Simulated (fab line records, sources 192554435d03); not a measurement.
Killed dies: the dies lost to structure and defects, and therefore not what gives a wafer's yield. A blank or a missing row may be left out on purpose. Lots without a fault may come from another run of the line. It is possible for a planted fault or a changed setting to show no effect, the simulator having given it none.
fab line records | flow n5Finfet
record: lots: 7 | wafers: 21
route steps=1938 shown WELL_APT@24 FIN_SAQP@102 FIN_CUT@173 SD_EPI_P@307 HKMG_FIN@450 GATE_CUT@479
startH: hours from the record's first day to the start of the lot's first wafer shown | waitH: time in hours since the lot's previous step | " unchanged from the row above | L1.1+2: one row covering several wafers at once | - either no value or no given start | * or withheld: withheld | < > ~ a bound
route shown NAME@n: names a module that has steps shown in the file, with the first one's number in the route | usual: mean/standard deviation taken from wafers without a fault | same: alike in all rows | chamber/n: place in a boat | sites: each site's reading | _std_site: the values' standard deviation | _edge_site: inner sites' mean taken away from outer sites' mean | radiusMm: for every site, how far away it sits from the centre of the wafer | mask NAME#n: copy n | behind: tool/chamber where the wafer was last shaped | hold: why the lot went on hold/how many hours it stayed there/how the hold came to an end | device: names the non-switching transistor (n, p or np) | end of line: the tests these same wafers got at the end of their route | a step given without rows: its recipe and nothing more | killed: not the wafer's yield, but the dies lost to structure and defects at the first sort | map: the dies of a wafer, with x for killed, . for not killed, _ for no die there
set.NAME: setting as actually run; set.NAME@STEP: the setting as run at that earlier step | model.NAME: the simulator's own value behind a step, which no gauge read
lots run with intentionally changed settings; tables by step, rows by wafer
== steps ==
step: N5_WELL_APT_EXPOSE_05
recipe: maskId: NWELL | na: 0.8 | sourceShape: conventional | sigmaOuter: 0.8 | polarization: unpolarized | defocusNm: 0 | targetCdNm: 200 | doseMj: 20.3
lot.wafer  | tool          | chamber | startH | waitH | mask    | set.doseMj
L078.1+3   | krfScanner-01 | 0       | 37.93  | -     | NWELL#0 | 20.3
L078.6     | "             | 0       | "      | "     | NWELL#0 | 20.73
L079.2     | krfScanner-01 | 0       | 43.39  | -     | NWELL#0 | 21.22
L079.3+5   | "             | 0       | "      | "     | NWELL#0 | 20.3
L082.2+4   | krfScanner-01 | 0       | 61.70  | -     | NWELL#0 | 20.81
L082.3     | "             | 0       | "      | "     | NWELL#0 | 20.3
L091.1+2+6 | krfScanner-02 | 0       | 115.66 | -     | NWELL#0 | 20.3
L094.1+4+5 | krfScanner-02 | 0       | 134.21 | -     | NWELL#0 | 20.3
L095.1     | krfScanner-01 | 0       | 139.74 | -     | NWELL#0 | 20.3
L095.2+6   | "             | 0       | "      | "     | NWELL#0 | 18.99
L097.2+4   | krfScanner-02 | 0       | 152.18 | -     | NWELL#0 | 21.18
L097.5     | "             | 0       | "      | "     | NWELL#0 | 20.3
step: N5_WELL_APT_DEVELOP_07
recipe: developTimeS: 45 | rinseLiquid: surfactantRinse | dry: airSpin | devTempC: 21
lot.wafer  | tool          | chamber | startH | waitH | set.developTimeS
L078.1     | lithoTrack-04 | 0       | -      | -     | 37.78
L078.3+6   | "             | 0       | "      | "     | 45
L079.2     | lithoTrack-04 | 0       | -      | -     | 49.09
L079.3+5   | "             | 0       | "      | "     | 45
L082.2     | lithoTrack-05 | 0       | -      | -     | 45
L082.3+4   | "             | 0       | "      | "     | 42.38
L091.1+2+6 | lithoTrack-05 | 0       | -      | -     | 45
L094.1+5   | lithoTrack-02 | 0       | -      | -     | 45
L094.4     | "             | 0       | "      | "     | 53.61
L095.1     | lithoTrack-05 | 0       | -      | -     | 45
L095.2+6   | "             | 0       | "      | "     | 40.73
L097.2+4   | lithoTrack-04 | 0       | -      | -     | 51.45
L097.5     | "             | 0       | "      | "     | 45
step: N5_WELL_APT_HARDBAKE_12
recipe: tempC: 130 | timeS: 120
step: N5_WELL_APT_CD_MEAS_08
recipe: targetCdNm: 200 | landingEnergyEv: 500 | detector: seInlens
usual: cdNm: 199.0/2
lot.wafer | tool     | chamber | startH | waitH | set.doseMj@WELL_APT_EXPOSE_05 | cdNm
L078.1    | cdSem-01 | 0       | 38.10  | -     | 20.3                          | 200.0
L078.3    | "        | 0       | "      | "     | 20.3                          | 199.2
L078.6    | "        | 0       | "      | "     | 20.73                         | 199.6
L079.2    | cdSem-01 | 0       | 43.56  | -     | 21.22                         | 205.2
L079.3    | "        | 0       | "      | "     | 20.3                          | 199.8
L079.5    | "        | 0       | "      | "     | 20.3                          | 200.6
L082.2    | cdSem-01 | 0       | 61.87  | -     | 20.81                         | 201.2
L082.3    | "        | 0       | "      | "     | 20.3                          | 198.7
L082.4    | "        | 0       | "      | "     | 20.81                         | 200.6
L091.1    | cdSem-03 | 0       | 115.83 | -     | 20.3                          | 196.5
L091.2    | "        | 0       | "      | "     | 20.3                          | 198.3
L091.6    | "        | 0       | "      | "     | 20.3                          | 197.0
L094.1    | cdSem-01 | 0       | 134.38 | -     | 20.3                          | 199.6
L094.4    | "        | 0       | "      | "     | 20.3                          | 198.0
L094.5    | "        | 0       | "      | "     | 20.3                          | 200.6
L095.1    | cdSem-03 | 0       | 139.91 | -     | 20.3                          | 196.7
L095.2    | "        | 0       | "      | "     | 18.99                         | 189.0
L095.6    | "        | 0       | "      | "     | 18.99                         | 190.1
L097.2    | cdSem-02 | 0       | 152.34 | -     | 21.18                         | 206.2
L097.4    | "        | 0       | "      | "     | 21.18                         | 207.4
L097.5    | "        | 0       | "      | "     | 20.3                          | 197.3
step: N5_WELL_APT_DESCUM_13
recipe: chemistry: O2 | timeS: 7.9 | sourcePowerW: 50 | biasPowerW: 20 | pressureMtorr: 20 | rfFrequencyHz: 2.712e+07 | tempC: 40 | o2FlowSccm: 225
lot.wafer | tool       | chamber | startH | waitH | set.doseMj@WELL_APT_EXPOSE_05 | model.WELL_APT.cdNm
L078.1    | rieDiel-04 | 3       | 38.19  | 0.0   | 20.3                          | 200
L078.3    | "          | 2       | "      | "     | 20.3                          | 199
L078.6    | "          | 0       | "      | "     | 20.73                         | 199.9
L079.2    | rieDiel-05 | 3       | 43.64  | 0.0   | 21.22                         | 205.3
L079.3    | "          | 1       | "      | "     | 20.3                          | 199.6
L079.5    | "          | 2       | "      | "     | 20.3                          | 200.4
L082.2    | rieDiel-04 | 2       | 61.96  | 0.0   | 20.81                         | 201.4
L082.3    | "          | 1       | "      | "     | 20.3                          | 198.6
L082.4    | "          | 0       | "      | "     | 20.81                         | 200.6
L091.1    | rieDiel-06 | 2       | 115.92 | 0.0   | 20.3                          | 196.5
L091.2    | "          | 0       | "      | "     | 20.3                          | 198.4
L091.6    | "          | 0       | "      | "     | 20.3                          | 197
L094.1    | rieDiel-06 | 1       | 134.47 | 0.0   | 20.3                          | 199.6
L094.4    | "          | 3       | "      | "     | 20.3                          | 197.5
L094.5    | "          | 2       | "      | "     | 20.3                          | 200.8
L095.1    | rieDiel-04 | 1       | 140.07 | 0.1   | 20.3                          | 196.7
L095.2    | "          | 3       | "      | "     | 18.99                         | 189.4
L095.6    | "          | 1       | "      | "     | 18.99                         | 190.2
L097.2    | rieDiel-06 | 0       | 152.43 | 0.0   | 21.18                         | 206
L097.4    | "          | 1       | "      | "     | 21.18                         | 207.3
L097.5    | "          | 2       | "      | "     | 20.3                          | 197.6
step: N5_FIN_SAQP_HM_DEP_72
recipe: material: SiO2 | targetThkA: 120 | tempC: 400 | precursor: SiH4/N2O | pressureTorr: 0.75 | rfW: 275 | timeS: 7.2
lot.wafer | tool     | chamber | startH | waitH | set.timeS | model.SiO2_of_FIN_SAQP_HM_DEP_72.thkNm
L078.1    | pecvd-01 | 0       | 45.26  | 0.0   | 7.2       | 11.67
L078.3    | "        | 2       | "      | "     | 7.2       | 11.84
L078.6    | "        | 0       | "      | "     | 7.2       | 12.11
L079.2    | pecvd-04 | 0       | 51.43  | 0.0   | 7.2       | 12.02
L079.3    | "        | 1       | "      | "     | 6.523     | 10.96
L079.5    | "        | 2       | "      | "     | 7.2       | 12.18
L082.2    | pecvd-04 | 2       | 69.29  | 0.0   | 7.2       | 11.95
L082.3    | "        | 1       | "      | "     | 7.2       | 12.06
L082.4    | "        | 2       | "      | "     | 6.882     | 11.51
L091.1    | pecvd-01 | 1       | 123.32 | 0.0   | 7.2       | 11.9
L091.2    | "        | 2       | "      | "     | 7.2       | 11.77
L091.6    | "        | 0       | "      | "     | 7.2       | 12.02
L094.1    | pecvd-03 | 1       | 142.23 | 0.0   | 7.2       | 11.84
L094.4    | "        | 2       | "      | "     | 7.2       | 12.08
L094.5    | "        | 1       | "      | "     | 7.2       | 12.15
L095.1+2  | pecvd-04 | 1,2     | 147.83 | 0.0   | 7.2       | 11.95
L095.6    | "        | 1       | "      | "     | 7.2       | 12.26
L097.2    | pecvd-03 | 2       | 159.47 | 0.0   | 8.101     | 13.43
L097.4    | "        | 0       | "      | "     | 7.2       | 12.28
L097.5    | "        | 1       | "      | "     | 7.2       | 11.96
step: N5_FIN_SAQP_COAT_49
recipe: resist: SOC | tempC: 250 | timeS: 60 | spinRpm: 1500 | resistThkNm: 100
step: N5_FIN_SAQP_COAT_50
recipe: resist: SiARC | tempC: 220 | timeS: 60 | spinRpm: 1500 | resistThkNm: 35
step: N5_FIN_SAQP_ETCH_52
recipe: chemistry: N2/H2 | target: SOC | targetDepthA: 1000 | overetchA: 200 | maskMaterial: SiARC | tempC: 40 | timeS: 150 | ionEnergyEv: 200 | pressureMtorr: 30 | sourceW: 840 | biasW: 150 | n2FlowSccm: 200 | h2FlowSccm: 200 | ends: endPoint
step: N5_FIN_SAQP_STRIP_53
recipe: chemistry: N2/H2 | tempC: 40 | n2FlowSccm: 200 | h2FlowSccm: 200 | rfFrequencyHz: 6e+07
step: N5_FIN_SAQP_HM_OPEN_73
recipe: chemistry: CHF3/O2 | target: SiO2 | stopOn: a-Si | targetDepthA: 120 | overEtchFrac: 1.8 | maskMaterial: SOC | timeS: 16.8 | pressureMtorr: 30 | sourceW: 650 | biasW: 170 | Ar_flow_sccm: 200 | CHF3_flow_sccm: 50 | O2_flow_sccm: 5 | ionEnergyEv: 200 | ends: endPoint
lot.wafer | tool       | chamber | startH | waitH | set.timeS@FIN_SAQP_HM_DEP_72 | model.etch.depthNm
L078.1    | rieDiel-06 | 3       | 45.88  | 0.0   | 7.2                          | 11.67
L078.3    | "          | 1       | "      | "     | 7.2                          | 11.84
L078.6    | "          | 1       | "      | "     | 7.2                          | 12.11
L079.2    | rieDiel-06 | 2       | 52.48  | 0.0   | 7.2                          | 12.02
L079.3    | "          | 3       | "      | "     | 6.523                        | 10.96
L079.5    | "          | 0       | "      | "     | 7.2                          | 12.18
L082.2    | rieDiel-06 | 3       | 69.91  | 0.0   | 7.2                          | 11.95
L082.3    | "          | 0       | "      | "     | 7.2                          | 12.06
L082.4    | "          | 1       | "      | "     | 6.882                        | 11.51
L091.1    | rieDiel-06 | 1       | 124.06 | 0.0   | 7.2                          | 11.9
L091.2    | "          | 0       | "      | "     | 7.2                          | 11.77
L091.6    | "          | 0       | "      | "     | 7.2                          | 12.02
L094.1    | rieDiel-05 | 0       | 143.17 | 0.0   | 7.2                          | 11.84
L094.4    | "          | 2       | "      | "     | 7.2                          | 12.08
L094.5    | "          | 1       | "      | "     | 7.2                          | 12.15
L095.1+2  | rieDiel-04 | 0,3     | 148.57 | 0.0   | 7.2                          | 11.95
L095.6    | "          | 3       | "      | "     | 7.2                          | 12.26
L097.2    | rieDiel-04 | 1       | 160.09 | 0.0   | 8.101                        | 13.43
L097.4    | "          | 2       | "      | "     | 7.2                          | 12.28
L097.5    | "          | 0       | "      | "     | 7.2                          | 11.96
step: N5_FIN_CUT_CUT_ETCH_26
recipe: chemistry: CH3F/O2 | target: SiNx | targetDepthA: 390 | maskMaterial: SOC | timeS: 55.7 | pressureMtorr: 30 | sourceW: 395 | biasW: 73 | Ar_flow_sccm: 150 | CH3F_flow_sccm: 30 | O2_flow_sccm: 20 | ionEnergyEv: 120
lot.wafer | tool       | chamber | startH | waitH | set.timeS | model.etch.depthNm | model.SOC_of_FIN_CUT_COAT_18.thkNm
L078.1    | rieDiel-03 | 1       | 51.98  | 0.0   | 55.7      | 38.62              | 212.6
L078.3    | "          | 2       | "      | "     | 55.7      | 39.13              | 212.8
L078.6    | "          | 3       | "      | "     | 55.7      | 38.85              | 212.4
L079.2    | rieDiel-03 | 1       | 58.30  | 0.0   | 55.7      | 39                 | 211.8
L079.3    | "          | 3       | "      | "     | 55.7      | 38.59              | 212
L079.5    | "          | 0       | "      | "     | 55.7      | 38.51              | 211.8
L082.2    | rieDiel-01 | 3       | 75.42  | 0.0   | 64.74     | 46.08              | 208.2
L082.3    | "          | 0       | "      | "     | 55.7      | 38.11              | 212.4
L082.4    | "          | 2       | "      | "     | 64.74     | 43.74              | 208.6
L091.1    | rieDiel-02 | 2       | 129.25 | 0.0   | 55.7      | 39.03              | 211.2
L091.2    | "          | 0       | "      | "     | 55.7      | 38.15              | 211.8
L091.6    | "          | 1       | "      | "     | 55.7      | 37.72              | 211.4
L094.1    | rieDiel-01 | 2       | 148.72 | 0.0   | 55.7      | 39.8               | 211.4
L094.4    | "          | 0       | "      | "     | 55.7      | 37.63              | 212.6
L094.5    | "          | 1       | "      | "     | 43.31     | 29.97              | 216.4
L095.1    | rieDiel-01 | 1       | 153.92 | 0.0   | 55.7      | 38.85              | 211
L095.2    | "          | 2       | "      | "     | 55.7      | 39.82              | 211.4
L095.6    | "          | 3       | "      | "     | 55.7      | 39.61              | 211.6
L097.2    | rieDiel-02 | 1       | 165.96 | 0.0   | 55.7      | 37.9               | 211.2
L097.4    | "          | 3       | "      | "     | 55.7      | 38.56              | 211.6
L097.5    | "          | 2       | "      | "     | 55.7      | 39.18              | 210.2
step: N5_FIN_CUT_PRECLEAN_35
recipe: timeS: 13.3 | tempC: 45 | pressureTorr: 125 | pHfTorr: 3 | pCoreactantTorr: 25 | chemistry: vHF
lot.wafer  | tool         | chamber | startH | waitH | set.timeS
L078.1+3+6 | vaporEtch-02 | 0,1,0   | 52.09  | 0.0   | 15.41
L079.2     | vaporEtch-02 | 1       | 58.41  | 0.0   | 14.2
L079.3+5   | "            | 1,0     | "      | "     | 13.3
L082.2+3   | vaporEtch-02 | 0,1     | 75.53  | 0.0   | 14.17
L082.4     | "            | 0       | "      | "     | 13.3
L091.1+2+6 | vaporEtch-01 | 1,0,0   | 129.37 | 0.0   | 13.3
L094.1+4+5 | vaporEtch-01 | 1,0,1   | 148.83 | 0.0   | 13.3
L095.1     | vaporEtch-02 | 0       | 154.03 | 0.0   | 15.24
L095.2+6   | "            | 1       | "      | "     | 13.3
L097.2     | vaporEtch-01 | 1       | 166.07 | 0.0   | 13.3
L097.4+5   | "            | 1       | "      | "     | 15.17
step: N5_FIN_CUT_CUT_ETCH_15
recipe: chemistry: HBr/Cl2/O2 | target: Si | targetDepthA: 1000 | btTimeS: 10 | maskMaterial: SOC | timeS: 42.4 | ionEnergyEv: * | biasW: * | pressureMtorr: 10 | icpW: 800 | HBr_flow_sccm: 150 | Cl2_flow_sccm: 80 | O2_flow_sccm: 12
lot.wafer | tool     | chamber | startH | waitH | set.timeS@FIN_CUT_CUT_ETCH_26 | model.SOC_of_FIN_CUT_COAT_18.thkNm
L078.1+6  | rieSi-02 | 0       | 52.17  | 0.1   | 55.7                          | 171.6
L078.3    | "        | 2       | "      | "     | 55.7                          | 171.8
L079.2    | rieSi-01 | 3       | 58.49  | 0.1   | 55.7                          | 171
L079.3+5  | "        | 1       | "      | "     | 55.7                          | 171.8
L082.2    | rieSi-02 | 2       | 75.61  | 0.1   | 64.74                         | 167.2
L082.3    | "        | 0       | "      | "     | 55.7                          | 171.8
L082.4    | "        | 0       | "      | "     | 64.74                         | 168
L091.1    | rieSi-04 | 0       | 129.45 | 0.1   | 55.7                          | 170.4
L091.2    | "        | 1       | "      | "     | 55.7                          | 170
L091.6    | "        | 3       | "      | "     | 55.7                          | 169.2
L094.1    | rieSi-01 | 3       | 148.91 | 0.1   | 55.7                          | 170.6
L094.4    | "        | 1       | "      | "     | 55.7                          | 172.6
L094.5    | "        | 1       | "      | "     | 43.31                         | 176.6
L095.1    | rieSi-04 | 3       | 154.11 | 0.1   | 55.7                          | 169
L095.2    | "        | 1       | "      | "     | 55.7                          | 169.4
L095.6    | "        | 1       | "      | "     | 55.7                          | 170
L097.2    | rieSi-02 | 3       | 166.15 | 0.1   | 55.7                          | 170.6
L097.4    | "        | 2       | "      | "     | 55.7                          | 170.4
L097.5    | "        | 1       | "      | "     | 55.7                          | 168.8
step: N5_FIN_CUT_CUT_ETCH_28
recipe: chemistry: HBr/Cl2/O2 | target: Si | targetDepthA: 60 | maskMaterial: SOC | timeS: 2.4 | ionEnergyEv: * | biasW: * | pressureMtorr: 10 | icpW: 800 | HBr_flow_sccm: 150 | Cl2_flow_sccm: 80 | O2_flow_sccm: 12
lot.wafer | tool     | chamber | startH | waitH | set.timeS@FIN_CUT_CUT_ETCH_26 | model.SOC_of_FIN_CUT_COAT_18.thkNm
L078.1+6  | rieSi-02 | 0       | 52.23  | 0.0   | 55.7                          | 170
L078.3    | "        | 2       | "      | "     | 55.7                          | 170.2
L079.2    | rieSi-01 | 3       | 58.55  | 0.0   | 55.7                          | 169.2
L079.3    | "        | 1       | "      | "     | 55.7                          | 170.2
L079.5    | "        | 1       | "      | "     | 55.7                          | 170
L082.2    | rieSi-02 | 2       | 75.67  | 0.0   | 64.74                         | 165.4
L082.3    | "        | 0       | "      | "     | 55.7                          | 170
L082.4    | "        | 0       | "      | "     | 64.74                         | 166.4
L091.1    | rieSi-04 | 0       | 129.50 | 0.0   | 55.7                          | 168.6
L091.2    | "        | 1       | "      | "     | 55.7                          | 168.2
L091.6    | "        | 3       | "      | "     | 55.7                          | 167.4
L094.1    | rieSi-01 | 3       | 148.97 | 0.0   | 55.7                          | 169
L094.4    | "        | 1       | "      | "     | 55.7                          | 171
L094.5    | "        | 1       | "      | "     | 43.31                         | 174.8
L095.1    | rieSi-04 | 3       | 154.17 | 0.0   | 55.7                          | 167.2
L095.2    | "        | 1       | "      | "     | 55.7                          | 167.8
L095.6    | "        | 1       | "      | "     | 55.7                          | 168.2
L097.2    | rieSi-02 | 3       | 166.20 | 0.0   | 55.7                          | 168.8
L097.4    | "        | 2       | "      | "     | 55.7                          | 168.6
L097.5    | "        | 1       | "      | "     | 55.7                          | 167.2
step: N5_SD_EPI_P_ETCH_36
recipe: chemistry: CF4 | target: SiARC | targetDepthA: 455 | maskMaterial: CAR-ArF-block | timeS: 75.8 | ionEnergyEv: 80 | pressureMtorr: 40 | sourceW: 545 | biasW: 36 | Ar_flow_sccm: 100 | cf4FlowSccm: 100 | ends: cleared
usual: rfVppV: 184.3/1.3
lot.wafer | tool       | chamber | startH | waitH | set.biasW | rfVppV
L078.1    | rieDiel-01 | 3       | 78.27  | 0.0   | 36        | 184.8
L078.3    | "          | 0       | "      | "     | 37.8      | 191.8
L078.6    | "          | 0       | "      | "     | 37.8      | 191.8
L079.2    | rieDiel-02 | 2       | 84.03  | 0.0   | 36        | 183.7
L079.3    | "          | 0       | "      | "     | 41.22     | 202.7
L079.5    | "          | 1       | "      | "     | 41.22     | 200.3
L082.2    | rieDiel-02 | 1       | 102.83 | 0.0   | 36        | 183.6
L082.3    | "          | 3       | "      | "     | 36        | 186.4
L082.4    | "          | 3       | "      | "     | 36        | 185.6
L091.1    | rieDiel-01 | 0       | 156.42 | 0.0   | 36        | 183.2
L091.2    | "          | 2       | "      | "     | 36        | 185.0
L091.6    | "          | 2       | "      | "     | 36        | 184.7
L094.1    | rieDiel-01 | 0       | 173.95 | 0.0   | 29.76     | 163.2
L094.4    | "          | 3       | "      | "     | 36        | 183.4
L094.5    | "          | 0       | "      | "     | 29.76     | 163.8
L095.1    | rieDiel-03 | 2       | 178.94 | 0.0   | 41.49     | 202.0
L095.2    | "          | 0       | "      | "     | 41.49     | 201.5
L095.6    | "          | 0       | "      | "     | 36        | 184.2
L097.2    | rieDiel-01 | 2       | 191.50 | 0.0   | 36        | 185.3
L097.4    | "          | 2       | "      | "     | 33.91     | 178.6
L097.5    | "          | 3       | "      | "     | 36        | 183.8
step: N5_HKMG_FIN_COAT_66
recipe: resist: SOC | tempC: 250 | timeS: 60 | spinRpm: 1500 | resistThkNm: 300
lot.wafer | tool          | chamber | startH | waitH | set.spinRpm | model.SOC_of_HKMG_FIN_COAT_66.thkNm
L078.1    | lithoTrack-02 | 0       | 101.98 | 0.2   | 1500        | 300.6
L078.3    | "             | 0       | "      | "     | 1414        | 309.6
L078.6    | "             | 0       | "      | "     | 1414        | 310.6
L079.2    | lithoTrack-02 | 0       | 110.74 | 0.2   | 1641        | 287.4
L079.3+5  | "             | 0       | "      | "     | 1500        | 300.2
L082.2    | lithoTrack-02 | 0       | 126.29 | 0.2   | 1557        | 295.4
L082.3    | "             | 0       | "      | "     | 1500        | 300.6
L082.4    | "             | 0       | "      | "     | 1500        | 301.2
L091.1    | lithoTrack-04 | 0       | 180.25 | 0.2   | 1500        | 299.8
L091.2    | "             | 0       | "      | "     | 1500        | 300
L091.6    | "             | 0       | "      | "     | 1500        | 299.4
L094.1    | lithoTrack-02 | 0       | 198.90 | 0.2   | 1500        | 302.2
L094.4    | "             | 0       | "      | "     | 1415        | 311.6
L094.5    | "             | 0       | "      | "     | 1500        | 302
L095.1    | lithoTrack-02 | 0       | 203.15 | 0.2   | 1500        | 300.2
L095.2    | "             | 0       | "      | "     | 1500        | 299.6
L095.6    | "             | 0       | "      | "     | 1500        | 300.6
L097.2    | lithoTrack-03 | 0       | 214.58 | 0.2   | 1500        | 299.4
L097.4    | "             | 0       | "      | "     | 1500        | 299.6
L097.5    | "             | 0       | "      | "     | 1358        | 315.2
step: N5_GATE_CUT_COAT_35
recipe: resist: SiARC | tempC: 220 | timeS: 60 | spinRpm: 1500 | resistThkNm: 10
lot.wafer  | tool          | chamber | startH | waitH | set.spinRpm | model.SiARC_of_GATE_CUT_COAT_35.thkNm
L078.1+6   | lithoTrack-03 | 0       | -      | -     | 1500        | 10
L078.3     | "             | 0       | "      | "     | 1643        | 9.6
L079.2     | lithoTrack-03 | 0       | -      | -     | 1601        | 9.8
L079.3+5   | "             | 0       | "      | "     | 1500        | 10
L082.2+3   | lithoTrack-03 | 0       | -      | -     | 1500        | 10
L082.4     | "             | 0       | "      | "     | 1450        | 10.2
L091.1+2+6 | lithoTrack-01 | 0       | -      | -     | 1500        | 10
L094.1+5   | lithoTrack-03 | 0       | -      | -     | 1500        | 10
L094.4     | "             | 0       | "      | "     | 1427        | 10.2
L095.1+2   | lithoTrack-05 | 0       | -      | -     | 1500        | 10
L095.6     | "             | 0       | "      | "     | 1433        | 10.2
L097.2+5   | lithoTrack-01 | 0       | -      | -     | 1500        | 10
L097.4     | "             | 0       | "      | "     | 1344        | 10.6
== key ==
split: step: N5_WELL_APT_EXPOSE_05 | setting: doseMj | stated: 20.3 | by: wafer
response: step: N5_WELL_APT_CD_MEAS_08 | reading: cdNm | change: +1.25 | per: 1% | r: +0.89
response: step: N5_WELL_APT_DESCUM_13 | reading: model.WELL_APT.cdNm | change: +1.25 | per: 1% | r: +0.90
split: step: N5_WELL_APT_DEVELOP_07 | setting: developTimeS | stated: 45 | by: wafer
response none clear
split: step: N5_FIN_SAQP_HM_DEP_72 | setting: timeS | stated: 7.2 | by: wafer
response: step: N5_FIN_SAQP_HM_DEP_72 | reading: model.SiO2_of_FIN_SAQP_HM_DEP_72.thkNm | change: +0.111 | per: 1% | r: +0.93
response: step: N5_FIN_SAQP_HM_OPEN_73 | reading: model.etch.depthNm | change: +0.111 | per: 1% | r: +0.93
split: step: N5_FIN_CUT_CUT_ETCH_26 | setting: timeS | stated: 55.7 | by: wafer
response: step: N5_FIN_CUT_CUT_ETCH_26 | reading: model.etch.depthNm | change: +0.402 | per: 1% | r: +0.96
response: step: N5_FIN_CUT_CUT_ETCH_26 | reading: model.SOC_of_FIN_CUT_COAT_18.thkNm | change: -0.215 | per: 1% | r: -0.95
response: step: N5_FIN_CUT_CUT_ETCH_15 | reading: model.SOC_of_FIN_CUT_COAT_18.thkNm | change: -0.237 | per: 1% | r: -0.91
response: step: N5_FIN_CUT_CUT_ETCH_28 | reading: model.SOC_of_FIN_CUT_COAT_18.thkNm | change: -0.229 | per: 1% | r: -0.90
split: step: N5_FIN_CUT_PRECLEAN_35 | setting: timeS | stated: 13.3 | by: wafer
response none clear
split: step: N5_SD_EPI_P_ETCH_36 | setting: biasW | stated: 36 | by: wafer
response: step: N5_SD_EPI_P_ETCH_36 | reading: rfVppV | change: +1.17 | per: 1% | r: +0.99
split: step: N5_HKMG_FIN_COAT_66 | setting: spinRpm | stated: 1500 | by: wafer
response: step: N5_HKMG_FIN_COAT_66 | reading: model.SOC_of_HKMG_FIN_COAT_66.thkNm | change: -1.55 | per: 1% | r: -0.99
split: step: N5_GATE_CUT_COAT_35 | setting: spinRpm | stated: 1500 | by: wafer
response: step: N5_GATE_CUT_COAT_35 | reading: model.SiARC_of_GATE_CUT_COAT_35.thkNm | change: -0.0466 | per: 1% | r: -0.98
